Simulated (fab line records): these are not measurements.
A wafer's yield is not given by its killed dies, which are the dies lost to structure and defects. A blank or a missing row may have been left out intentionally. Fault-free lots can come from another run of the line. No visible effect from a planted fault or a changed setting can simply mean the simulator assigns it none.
fab line records | flow nand_harc
record lots=6 | wafers=18 | last_day=33
route steps=1302 shown A_CONTACT@1041
lots that met no fault: taken from a fault-free run of the same line
start_h: hours from the record's first day to the start of the lot's first wafer shown | wait_h: hours elapsed since this lot's preceding step | " the same as in the row above | L1.1+2: a row that stands for several wafers | - value missing, or start not given | * or withheld: withheld | < > ~ a bound
route shown NAME@n: NAME is a module with steps in the file, n the number in the route of the first one | usual: mean and standard deviation over wafers with no fault | same: alike in all rows | chamber/n: place in a boat | sites: per-site readings | _std_site: their standard deviation | _edge_site: inner sites' mean taken away from outer sites' mean | radius_mm: how far each site lies from the wafer's centre | mask NAME#n: copy n | behind: tool/chamber where the wafer was last shaped | hold: cause of the lot's hold/its duration in hours/its outcome | device: the transistor (n, p or np) that didn't switch | end of line: at the end of the route, the tests of the same wafers | for a step that has no rows: nothing shown but its recipe | killed: at the first sort, the dies lost to defects and structure; wafer yield is something else | map: a wafer's dies, marking killed ones x, the rest . and places with no die _
set.NAME: the setting the step ran with; set.NAME@STEP: the setting that earlier step ran with | model.NAME: the simulator's own value behind a step, which no gauge read
a table for each step, a row for each wafer; lots at some steps of the route
services: when a tool's chamber went out of use (start_h, in hours from the record's first day, below 0 if earlier), for how many hours, and the reason
## steps
# step NHARC_A_CONTACT_INSPECT_71
# usual raw_defect_count=83/38
lot.wafer | tool              | chamber | start_h | wait_h | raw_defect_count
L404.1    | defect_inspect-02 | -       | 533.03  | 0.0    | 85
L404.2    | "                 | -       | "       | "      | 103
L404.4    | "                 | -       | "       | "      | 108
L407.3    | defect_inspect-02 | -       | 540.47  | 0.0    | 104
L407.4    | "                 | -       | "       | "      | 125
L407.6    | "                 | -       | "       | "      | 121
L415.1    | defect_inspect-01 | -       | 612.15  | 0.0    | 113
L415.2    | "                 | -       | "       | "      | 118
L415.6    | "                 | -       | "       | "      | 105
L414.1    | defect_inspect-01 | -       | 613.11  | 0.0    | 44
L414.2    | "                 | -       | "       | "      | 47
L414.4    | "                 | -       | "       | "      | 46
L419.2    | defect_inspect-02 | -       | 657.55  | 0.0    | 64
L419.4    | "                 | -       | "       | "      | 76
L419.5    | "                 | -       | "       | "      | 74
L425.1    | defect_inspect-02 | -       | 723.17  | 0.0    | 118
L425.2    | "                 | -       | "       | "      | 117
L425.3    | "                 | -       | "       | "      | 116
# step NHARC_A_CONTACT_DESCUM_74
# recipe time_s=3 | o2_flow_sccm=200 | ar_flow_sccm=0 | bias_power_w=0 | chemistry=O2
# usual drypump_motor_current_A=6.2/0.33 | oes_product_au=0.997/0.012 | rf_vpp_V=57.7/0.95 | showerhead_plenum_p_Torr=1.90/0.098 | throttle_valve_pct=11.311/0.01
# same time_s=3
lot.wafer | tool        | chamber | start_h | wait_h | drypump_motor_current_A | oes_product_au | rf_hours_counter_h | rf_vpp_V | showerhead_plenum_p_Torr | throttle_valve_pct
L404.1    | rie_diel-03 | 2       | 533.09  | 0.1    | 6.7                     | 0.981          | 21                 | 59.1     | 2.05                     | 11.294
L404.4    | "           | 3       | "       | "      | 6.3                     | 0.989          | 23                 | 58.0     | 1.86                     | 11.294
L404.2    | "           | 0       | "       | "      | 6.3                     | 0.995          | 23                 | 57.2     | 1.82                     | 11.329
L407.4    | rie_diel-11 | 0       | 540.53  | 0.1    | 5.8                     | 0.987          | 34                 | 58.5     | 1.91                     | 11.319
L407.3    | "           | 3       | "       | "      | 6.4                     | 0.979          | 33                 | 58.6     | 2.05                     | 11.305
L407.6    | "           | 1       | "       | "      | 5.5                     | 0.995          | -                  | 58.5     | 1.88                     | 11.316
L415.2    | rie_diel-10 | 2       | 612.22  | 0.1    | 6.5                     | 1.005          | 1                  | 54.9     | 1.79                     | 11.325
L415.1    | "           | 3       | "       | "      | 6.6                     | 0.982          | 1                  | 57.6     | 1.81                     | 11.318
L415.6    | "           | 3       | "       | "      | 6.6                     | 0.982          | -                  | 56.3     | 1.81                     | 11.319
L414.4    | rie_diel-10 | 1       | 613.41  | 0.3    | 6.0                     | 1.007          | 2                  | 58.4     | 1.96                     | 11.319
L414.2    | "           | 2       | "       | "      | 6.5                     | 0.991          | 2                  | 56.5     | 1.79                     | 11.347
L414.1    | "           | 3       | "       | "      | 6.6                     | 0.975          | 2                  | 59.0     | 1.81                     | 11.309
L419.4    | rie_diel-03 | 3       | 657.61  | 0.1    | 6.2                     | 0.986          | 6                  | 57.6     | 1.85                     | 11.311
L419.2    | "           | 1       | "       | "      | 6.0                     | 0.992          | 5                  | 55.5     | 1.79                     | 11.296
L419.5    | "           | 3       | "       | "      | 6.3                     | 0.993          | -                  | 57.5     | 1.85                     | 11.301
L425.1    | rie_diel-11 | 0       | 723.23  | 0.1    | 5.8                     | 1.007          | 35                 | 57.4     | 1.89                     | 11.325
L425.2    | "           | 2       | "       | "      | 5.7                     | 0.994          | 29                 | 58.5     | 2.07                     | 11.327
L425.3    | "           | 3       | "       | "      | 6.5                     | 1.021          | 33                 | 58.2     | 2.03                     | 11.316
# step NHARC_A_CONTACT_ETCH_75
# recipe target_depth_a=390 | over_etch_frac=0.3 | time_s=65 | ion_energy_ev=80 | cf4_flow_sccm=150 | ar_flow_sccm=0 | rf_w=300 | bias_w=100 | chemistry=CF4
# step NHARC_A_CONTACT_ETCH_76
# recipe target_depth_a=2600 | over_etch_frac=0.3 | time_s=475.3 | ion_energy_ev=200 | n2_flow_sccm=150 | h2_flow_sccm=150 | ar_flow_sccm=0 | rf_w=400 | bias_w=150 | chemistry=N2/H2
# step NHARC_A_CONTACT_ETCH_77
# recipe target_depth_a=1089 | time_s=54.5 | cf4_flow_sccm=100 | chf3_flow_sccm=30 | ar_flow_sccm=0 | rf_w=500 | bias_w=200 | chemistry=CF4/CHF3
# usual bias_w=200.1/0.6 | cf4_flow_sccm=100.0/0.3 | drypump_motor_current_A=6.2/0.32 | oes_product_au=0.943/0.024 | rf_vpp_V=370.2/2.7 | showerhead_plenum_p_Torr=1.56/0.076 | throttle_valve_pct=16.803/0.0085
# same time_s=54.5
lot.wafer | tool        | chamber | start_h | wait_h | bias_w | cf4_flow_sccm | drypump_motor_current_A | oes_product_au | rf_hours_counter_h | rf_vpp_V | showerhead_plenum_p_Torr | throttle_valve_pct
L404.4    | rie_diel-03 | 1       | -       | -      | 200.6  | 100.0         | 6.0                     | 0.975          | 22                 | 368.4    | 1.48                     | 16.790
L404.1    | "           | 3       | "       | "      | 200.3  | 99.6          | 6.2                     | 0.956          | 23                 | 367.7    | 1.53                     | 16.812
L404.2    | "           | 0       | "       | "      | 199.7  | 99.9          | 6.3                     | 0.976          | 23                 | 368.0    | 1.50                     | 16.794
L407.3    | rie_diel-11 | 0       | -       | -      | 200.8  | 99.4          | 5.8                     | 0.911          | 34                 | 370.2    | 1.57                     | 16.799
L407.4    | "           | 2       | "       | "      | 200.2  | 99.7          | 5.6                     | 0.931          | 33                 | 366.6    | 1.46                     | 16.806
L407.6    | "           | 0       | "       | "      | 202.3  | 99.5          | 5.8                     | 0.916          | -                  | 371.5    | 1.57                     | 16.810
L415.2    | rie_diel-10 | 1       | -       | -      | 199.1  | 100.2         | 6.0                     | 0.991          | 1                  | 372.5    | 1.61                     | 16.793
L415.1    | "           | 0       | "       | "      | 200.4  | 100.2         | 6.1                     | 0.987          | 2                  | 373.8    | 1.65                     | 16.783
L415.6    | "           | 1       | "       | "      | 199.6  | 99.6          | 6.0                     | 0.977          | -                  | 371.5    | 1.61                     | 16.800
L414.2    | rie_diel-10 | 1       | -       | -      | 199.9  | 99.9          | 6.0                     | 0.962          | 2                  | 373.2    | 1.61                     | 16.791
L414.4    | "           | 3       | "       | "      | 199.6  | 99.8          | 6.6                     | 0.945          | 3                  | 368.0    | 1.49                     | 16.814
L414.1    | "           | 0       | "       | "      | 200.1  | 99.9          | 6.1                     | 0.983          | 3                  | 373.8    | 1.65                     | 16.793
L419.4    | rie_diel-03 | 3       | -       | -      | 200.2  | 100.1         | 6.2                     | 0.959          | 6                  | 367.8    | 1.52                     | 16.805
L419.2    | "           | 1       | "       | "      | 200.6  | 100.1         | 6.0                     | 0.989          | 5                  | 367.6    | 1.47                     | 16.801
L419.5    | "           | 0       | "       | "      | 199.7  | 100.5         | 6.4                     | 0.962          | -                  | 368.3    | 1.49                     | 16.808
L425.3    | rie_diel-11 | 0       | -       | -      | 199.8  | 99.8          | 5.8                     | 0.971          | 35                 | 370.8    | 1.56                     | 16.815
L425.1    | "           | 2       | "       | "      | 199.5  | 99.7          | 5.7                     | 0.977          | 29                 | 374.3    | 1.69                     | 16.803
L425.2    | "           | 3       | "       | "      | 199.7  | 99.8          | 6.4                     | 0.989          | 33                 | 372.6    | 1.66                     | 16.806
# step NHARC_A_CONTACT_ETCH_78
# recipe target_depth_a=53000 | over_etch_frac=0.3 | time_s=1378 | ion_energy_ev=150 | o2_flow_sccm=400 | cos_flow_sccm=20 | ar_flow_sccm=0 | rf_w=500 | bias_w=300 | chemistry=O2/COS
# usual bias_w=300.0/0.95 | chamber_pressure_mTorr=20.001/0.02 | drypump_motor_current_A=6.2/0.33 | oes_product_au=0.998/0.011 | rf_vpp_V=313.8/2.4 | showerhead_plenum_p_Torr=3.10/0.15 | throttle_valve_pct=28.329/0.0083
# same time_s=1378
lot.wafer | tool        | chamber | start_h | wait_h | bias_w | chamber_pressure_mTorr | drypump_motor_current_A | oes_product_au | rf_hours_counter_h | rf_vpp_V | showerhead_plenum_p_Torr | throttle_valve_pct
L404.1    | rie_diel-03 | 3       | -       | -      | 301.8  | 20.012                 | 6.3                     | 0.992          | 23                 | 314.1    | 3.04                     | 28.333
L404.2    | "           | 1       | "       | "      | 300.4  | 19.972                 | 6.1                     | 1.014          | 23                 | 311.7    | 2.94                     | 28.340
L404.4    | "           | 2       | "       | "      | 299.5  | 19.987                 | 6.7                     | 0.986          | 21                 | 316.6    | 3.33                     | 28.335
L407.3    | rie_diel-11 | 2       | -       | -      | 299.1  | 20.004                 | 5.7                     | 0.996          | 33                 | 312.0    | 2.90                     | 28.319
L407.4    | "           | 0       | "       | "      | 300.4  | 19.983                 | 5.8                     | 0.990          | 34                 | 315.5    | 3.12                     | 28.326
L407.6    | "           | 2       | "       | "      | 298.6  | 20.027                 | 5.7                     | 1.011          | -                  | 310.8    | 2.90                     | 28.335
L415.2    | rie_diel-10 | 3       | -       | -      | 301.5  | 19.982                 | 6.6                     | 0.967          | 2                  | 311.6    | 2.96                     | 28.306
L415.1    | "           | 2       | "       | "      | 300.2  | 20.001                 | 6.5                     | 0.985          | 1                  | 311.2    | 2.94                     | 28.321
L415.6    | "           | 0       | "       | "      | 301.2  | 19.988                 | 6.1                     | 0.997          | -                  | 316.7    | 3.28                     | 28.331
L414.1    | rie_diel-10 | 3       | -       | -      | 301.4  | 20.024                 | 6.5                     | 0.983          | 3                  | 312.7    | 2.96                     | 28.336
L414.4    | "           | 1       | "       | "      | 297.6  | 19.977                 | 6.0                     | 1.001          | 2                  | 315.2    | 3.19                     | 28.347
L414.2    | "           | 2       | "       | "      | 300.8  | 20.023                 | 6.5                     | 0.997          | 2                  | 312.3    | 2.94                     | 28.319
L419.4    | rie_diel-03 | 3       | -       | -      | 300.3  | 20.018                 | 6.3                     | 0.990          | 6                  | 312.5    | 3.02                     | 28.325
L419.2    | "           | 2       | "       | "      | 301.1  | 19.975                 | 6.7                     | 0.982          | 6                  | 317.8    | 3.31                     | 28.346
L419.5    | "           | 0       | "       | "      | 300.7  | 19.989                 | 6.3                     | 0.984          | -                  | 311.7    | 2.95                     | 28.339
L425.2    | rie_diel-11 | 1       | -       | -      | 299.6  | 19.986                 | 5.5                     | 0.992          | 31                 | 311.4    | 3.04                     | 28.330
L425.3    | "           | 2       | "       | "      | 300.3  | 19.994                 | 5.7                     | 1.002          | 29                 | 317.5    | 3.36                     | 28.321
L425.1    | "           | 0       | "       | "      | 300.8  | 19.957                 | 5.8                     | 0.998          | 35                 | 314.5    | 3.09                     | 28.340
# step NHARC_A_CONTACT_ETCH_124
# recipe source_w=withheld | pressure_mtorr=20 | bias_v=withheld | time_s=140 | target_depth_a=7000 | ar_flow_sccm=withheld | c4f8_flow_sccm=withheld | o2_flow_sccm=withheld | chemistry=C4F8/O2/Ar
# step NHARC_A_CONTACT_ETCH_125
# recipe source_w=withheld | pressure_mtorr=20 | bias_v=3000 | time_s=197 | target_depth_a=19180 | ar_flow_sccm=withheld | c4f8_flow_sccm=withheld | o2_flow_sccm=withheld | chemistry=C4F8/O2/Ar
# step NHARC_A_CONTACT_ETCH_126
# recipe source_w=withheld | pressure_mtorr=20 | bias_v=3000 | time_s=197 | target_depth_a=19180 | ar_flow_sccm=withheld | c4f8_flow_sccm=withheld | o2_flow_sccm=withheld | chemistry=C4F8/O2/Ar
# step NHARC_A_CONTACT_ETCH_127
# recipe source_w=withheld | pressure_mtorr=20 | bias_v=3000 | time_s=197 | target_depth_a=19180 | ar_flow_sccm=withheld | c4f8_flow_sccm=withheld | o2_flow_sccm=withheld | chemistry=C4F8/O2/Ar
# usual chamber_pressure_mTorr=20.000/0.018 | oes_air_line_au=1.000/0.022
# same time_s=197
lot.wafer | tool            | chamber | start_h | wait_h | chamber_pressure_mTorr | oes_air_line_au | rf_hours_counter_h
L404.2    | har_cap_etch-03 | 0       | 535.18  | 0.1    | 20.019                 | 1.021           | 50
L404.1    | "               | 1       | "       | "      | 20.021                 | 0.991           | 50
L404.4    | "               | 1       | "       | "      | 19.951                 | 0.996           | -
L407.3    | har_cap_etch-02 | 1       | 542.69  | 0.1    | 19.973                 | 0.981           | -
L407.4    | "               | 0       | "       | "      | 20.003                 | 1.002           | -
L407.6    | "               | 1       | "       | "      | 19.984                 | 1.023           | -
L415.1    | har_cap_etch-01 | 1       | 614.31  | 0.1    | 20.034                 | 1.068           | 20
L415.2    | "               | 0       | "       | "      | 20.010                 | 0.977           | 20
L415.6    | "               | 1       | "       | "      | 19.998                 | 1.044           | -
L414.1    | har_cap_etch-02 | 0       | 615.50  | 0.1    | 19.991                 | 0.985           | 108
L414.2    | "               | 1       | "       | "      | 19.996                 | 1.013           | 108
L414.4    | "               | 0       | "       | "      | 19.979                 | 1.001           | -
L419.2    | har_cap_etch-03 | 0       | 659.69  | 0.1    | 19.977                 | 0.991           | 71
L419.4    | "               | 0       | "       | "      | 19.982                 | 0.989           | -
L419.5    | "               | 0       | "       | "      | 20.006                 | 0.986           | -
L425.1    | har_cap_etch-03 | 0       | 725.32  | 0.1    | 20.014                 | 0.972           | 84
L425.2    | "               | 1       | "       | "      | 20.040                 | 1.018           | 84
L425.3    | "               | 1       | "       | "      | 20.016                 | 1.029           | -
# step NHARC_A_CONTACT_ETCH_128
# recipe source_w=withheld | pressure_mtorr=20 | bias_v=3000 | time_s=197 | target_depth_a=19180 | ar_flow_sccm=withheld | c4f8_flow_sccm=withheld | o2_flow_sccm=withheld | chemistry=C4F8/O2/Ar
# usual chamber_pressure_mTorr=20.001/0.019 | oes_air_line_au=1.001/0.018
# same time_s=197
lot.wafer | tool            | chamber | start_h | wait_h | chamber_pressure_mTorr | oes_air_line_au | rf_hours_counter_h
L404.2    | har_cap_etch-03 | 0       | 535.35  | 0.1    | 20.013                 | 1.000           | 50
L404.1    | "               | 1       | "       | "      | 19.997                 | 1.004           | 50
L404.4    | "               | 1       | "       | "      | 20.015                 | 1.008           | -
L407.3    | har_cap_etch-02 | 1       | 542.87  | 0.1    | 19.977                 | 0.992           | -
L407.4    | "               | 0       | "       | "      | 20.030                 | 1.027           | -
L407.6    | "               | 1       | "       | "      | 20.011                 | 1.009           | -
L415.1    | har_cap_etch-01 | 1       | 614.49  | 0.1    | 19.992                 | 1.027           | 20
L415.2    | "               | 0       | "       | "      | 20.004                 | 0.994           | 20
L415.6    | "               | 1       | "       | "      | 19.995                 | 1.000           | -
L414.1    | har_cap_etch-02 | 0       | 615.68  | 0.1    | 19.973                 | 1.006           | 108
L414.2    | "               | 1       | "       | "      | 19.995                 | 1.012           | 108
L414.4    | "               | 0       | "       | "      | 19.999                 | 1.001           | -
L419.2    | har_cap_etch-03 | 0       | 659.86  | 0.1    | 20.025                 | 1.004           | 72
L419.4    | "               | 0       | "       | "      | 20.015                 | 0.980           | -
L419.5    | "               | 0       | "       | "      | 19.971                 | 0.985           | -
L425.1    | har_cap_etch-03 | 0       | 725.50  | 0.1    | 20.004                 | 0.962           | 84
L425.2    | "               | 1       | "       | "      | 20.034                 | 1.013           | 84
L425.3    | "               | 1       | "       | "      | 19.983                 | 1.029           | -
# step NHARC_A_CONTACT_ETCH_129
# recipe source_w=withheld | pressure_mtorr=20 | bias_v=3000 | time_s=197 | target_depth_a=19180 | ar_flow_sccm=withheld | c4f8_flow_sccm=withheld | o2_flow_sccm=withheld | chemistry=C4F8/O2/Ar
# step NHARC_A_CONTACT_ETCH_130
# recipe source_w=withheld | pressure_mtorr=20 | bias_v=3000 | time_s=197 | target_depth_a=19180 | ar_flow_sccm=withheld | c4f8_flow_sccm=withheld | o2_flow_sccm=withheld | chemistry=C4F8/O2/Ar
# usual chamber_pressure_mTorr=20.001/0.018 | oes_air_line_au=1.004/0.021 | time_s=197/0
lot.wafer | tool            | chamber | start_h | wait_h | chamber_pressure_mTorr | oes_air_line_au | rf_hours_counter_h | time_s
L404.2    | har_cap_etch-03 | 0       | 535.71  | 0.1    | 20.021                 | 1.017           | 50                 | 197
L404.1    | "               | 1       | "       | "      | 19.982                 | 0.973           | 50                 | 197
L404.4    | "               | 1       | "       | "      | 19.990                 | 0.969           | -                  | 197
L407.3    | har_cap_etch-02 | 1       | 543.22  | 0.1    | 20.035                 | 1.014           | -                  | 197
L407.4    | "               | 0       | "       | "      | 20.030                 | 1.006           | -                  | 197
L407.6    | "               | 1       | "       | "      | 20.011                 | 1.010           | -                  | 197
L415.1    | har_cap_etch-01 | 1       | 614.84  | 0.1    | -                      | -               | -                  | -
L415.2    | "               | 0       | "       | "      | -                      | -               | -                  | -
L415.6    | "               | 1       | "       | "      | -                      | -               | -                  | -
L414.1    | har_cap_etch-02 | 0       | 616.03  | 0.1    | -                      | -               | -                  | -
L414.2    | "               | 1       | "       | "      | -                      | -               | -                  | -
L414.4    | "               | 0       | "       | "      | -                      | -               | -                  | -
L419.2    | har_cap_etch-03 | 0       | 660.21  | 0.1    | 19.990                 | 0.951           | 72                 | 197
L419.4    | "               | 0       | "       | "      | 19.981                 | 0.948           | -                  | 197
L419.5    | "               | 0       | "       | "      | 19.996                 | 0.973           | -                  | 197
L425.1    | har_cap_etch-03 | 0       | 725.85  | 0.1    | 19.988                 | 0.964           | 84                 | 197
L425.2    | "               | 1       | "       | "      | 20.004                 | 1.049           | 84                 | 197
L425.3    | "               | 1       | "       | "      | 20.024                 | 1.012           | -                  | 197
# step NHARC_A_CONTACT_ETCH_131
# recipe source_w=withheld | pressure_mtorr=20 | bias_v=3000 | time_s=197 | target_depth_a=19180 | ar_flow_sccm=withheld | c4f8_flow_sccm=withheld | o2_flow_sccm=withheld | chemistry=C4F8/O2/Ar
## services
tool            | chamber | start_h | hours | kind
rie_diel-11     | 0       | 515.97  | -     | clean
rie_diel-11     | 1       | 515.97  | -     | clean
rie_diel-11     | 2       | 515.97  | -     | clean
rie_diel-11     | 3       | 515.97  | -     | clean
rie_diel-03     | 0       | 518.83  | -     | clean
rie_diel-03     | 1       | 518.83  | -     | clean
rie_diel-03     | 2       | 518.83  | -     | clean
rie_diel-03     | 3       | 518.83  | -     | clean
rie_diel-10     | 0       | 526.75  | -     | clean
rie_diel-10     | 1       | 526.75  | -     | clean
rie_diel-10     | 2       | 526.75  | -     | clean
rie_diel-10     | 3       | 526.75  | -     | clean
har_cap_etch-01 | -       | 556.44  | 1.4   | repair
rie_diel-03     | 0       | 558.29  | 5.3   | repair
rie_diel-10     | 3       | 584.32  | 14.6  | repair
rie_diel-03     | 3       | 593.75  | 15.1  | repair
rie_diel-10     | -       | 596.77  | 9.0   | pm
rie_diel-11     | -       | 609.53  | 9.0   | pm
har_cap_etch-02 | -       | 624.21  | 1.0   | repair
rie_diel-10     | 3       | 632.89  | 4.0   | repair
rie_diel-03     | -       | 635.43  | 9.0   | pm
rie_diel-03     | -       | 679.03  | 0.6   | repair
rie_diel-03     | 0       | 689.40  | 2.4   | repair
rie_diel-03     | 1       | 716.53  | 9.4   | repair
## key
first_sign step=NHARC_A_CONTACT_ETCH_130 | reading=tool_record | direction=missing
effect none on later readings
met_at NHARC_A_CONTACT_ETCH_130
struck_wafers L414.1,L414.2,L414.4,L415.1,L415.2,L415.6
later_rows_left_out L414.1,L414.2,L414.4,L415.1,L415.2,L415.6
sort_left_out L414.1,L414.2,L414.4,L415.1,L415.2,L415.6
tester_left_out L414,L415
onset_between 543.22 614.84
fault kind=skipped_step_whole | tool=har_cap_etch-01,har_cap_etch-02 | chamber=- | onset_h=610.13 | steps=NHARC_A_CONTACT_ETCH_130 | scope=struck_lots_only
# tester_left_out: of these lots the tester's yield and bins aren't shown, on N5 and GAA mostly nor the transistor test; their killed dies are dies lost to structure and defects alone, not to doping, threshold or leakage, so they don't give the yield
# sort_left_out: the simulated sort isn't trusted on such a fault, so these wafers' sort isn't shown, and their yield isn't known
# later_rows_left_out: the simulator's readings of these wafers behind a module that went badly wrong aren't trusted and aren't shown, but for the sort
